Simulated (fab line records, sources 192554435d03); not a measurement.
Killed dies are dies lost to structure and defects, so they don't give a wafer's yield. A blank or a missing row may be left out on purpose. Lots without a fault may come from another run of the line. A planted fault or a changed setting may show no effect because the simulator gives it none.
Split-lot experiment | flow n5_finfet | 7 lots, 39 wafers read, on a route of 1938 steps

THE SPLIT
At N5_HKMG_FIN_DEVELOP_11 (develop time 30 s), the setting develop_time_s was moved away from the recipe's 30 s on 18 of the 39 wafers read, by -58.4% to +57.7%. The other wafers ran this setting at the recipe's value.

The file shows no step between the split and the reading.

THE READING
cd_nm, in nm, at N5_HKMG_FIN_CD_MEAS_12 (target cd 92.8 nm). Fault-free wafers of this fab line usually give 92.8 nm, standard deviation 0.8 nm.

wafer  | tool, chamber at the split | develop_time_s as run, s | against the recipe | cd_nm, nm | against lot-mates on the recipe
L074.1 | litho_track-01, 0          | 30                       | recipe             | 93.8      | -
L074.2 | litho_track-01, 0          | 30                       | recipe             | 92.9      | -
L074.3 | litho_track-01, 0          | 47.3                     | +57.7%             | 95.0      | +2.2
L074.4 | litho_track-01, 0          | 47.3                     | +57.7%             | 95.8      | +3.0
L074.5 | litho_track-01, 0          | 47.3                     | +57.7%             | 95.7      | +2.9
L074.6 | litho_track-01, 0          | 30                       | recipe             | 91.8      | -
L076.1 | litho_track-04, 0          | 30                       | recipe             | 92.1      | -
L076.2 | litho_track-04, 0          | 42.06                    | +40.2%             | 93.6      | +1.7
L076.3 | litho_track-04, 0          | 42.06                    | +40.2%             | 93.6      | +1.7
L076.4 | litho_track-04, 0          | 30                       | recipe             | 91.8      | -
L076.5 | litho_track-04, 0          | 42.06                    | +40.2%             | 93.5      | +1.6
L076.6 | litho_track-04, 0          | 30                       | recipe             | 91.7      | -
L080.1 | litho_track-05, 0          | 25.42                    | -15.3%             | 92.5      | -0.9
L080.2 | litho_track-05, 0          | 25.42                    | -15.3%             | 92.1      | -1.3
L080.3 | litho_track-05, 0          | 30                       | recipe             | 93.3      | -
L080.4 | litho_track-05, 0          | 30                       | recipe             | 93.0      | -
L080.5 | litho_track-05, 0          | 30                       | recipe             | 94.0      | -
L080.6 | litho_track-05, 0          | 25.42                    | -15.3%             | 92.2      | -1.2
L090.1 | litho_track-05, 0          | 30                       | recipe             | 93.0      | -
L090.2 | litho_track-05, 0          | 30                       | recipe             | 93.4      | -
L090.3 | litho_track-05, 0          | 12.47                    | -58.4%             | 89.9      | -3.4
L090.4 | litho_track-05, 0          | 12.47                    | -58.4%             | 88.5      | -4.8
L090.5 | litho_track-05, 0          | 30                       | recipe             | 93.4      | -
L090.6 | litho_track-05, 0          | 12.47                    | -58.4%             | 88.2      | -5.1
L091.1 | litho_track-04, 0          | 35.96                    | +19.9%             | 92.8      | +0.4
L091.2 | litho_track-04, 0          | 35.96                    | +19.9%             | 93.3      | +0.9
L091.3 | litho_track-04, 0          | 35.96                    | +19.9%             | 93.1      | +0.7
L091.4 | litho_track-04, 0          | 30                       | recipe             | 92.3      | -
L091.5 | litho_track-04, 0          | 30                       | recipe             | 91.8      | -
L091.6 | litho_track-04, 0          | 30                       | recipe             | 93.2      | -
L093.1 | litho_track-01, 0          | 38.81                    | +29.4%             | 94.2      | +1.5
L093.2 | litho_track-01, 0          | 30                       | recipe             | 92.7      | -
L093.3 | litho_track-01, 0          | 30                       | recipe             | 93.2      | -
L093.4 | litho_track-01, 0          | 38.81                    | +29.4%             | 95.0      | +2.3
L093.5 | litho_track-01, 0          | 30                       | recipe             | 92.2      | -
L093.6 | litho_track-01, 0          | 38.81                    | +29.4%             | 94.6      | +1.9
L096.1 | litho_track-05, 0          | 30                       | recipe             | 91.8      | -
L096.4 | litho_track-05, 0          | 30                       | recipe             | 93.3      | -
L096.5 | litho_track-05, 0          | 30                       | recipe             | 92.0      | -

THE FIT
A straight line over all 39 wafers: cd_nm changes by +0.051 nm for each +1% of develop_time_s; r = +0.88; the points scatter about the line by 0.75 nm.
The same after taking each lot's own level away (the mean of its wafers on the recipe; 39 wafers): +0.0592 nm for each +1%; r = +0.94; scatter 0.59 nm.
On that fit, the largest move of develop_time_s shifts the reading by 3.5 nm.
The lots' own levels span 91.87 to 93.43 nm, that is 2.0 times the standard deviation above.
So the lot-to-lot level changes the slope: the two fits differ.
Check: with one of the wafers moved furthest among these (-58.4%) left out of the fit, the line predicts -3.75 nm for it against its lot-mates. It came out at -3.37 nm against them.

OTHER SPLITS ON THESE WAFERS
These wafers also went through other splits before the reading. Each is held against what the fit with the lots' levels taken away leaves over:
other split on the same wafers     | wafers away from the commonest value | r with cd_nm (lot level and that fit taken away)
N5_FIN_SAQP_HM_DEP_03 target_thk_a | 6                                    | +0.38
N5_DUMMY_GATE_CVD_03 target_thk_a  | 24                                   | +0.12

THE FILE'S OWN FIT
cd_nm changes by +0.0573 nm for each +1% of develop_time_s, r = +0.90.
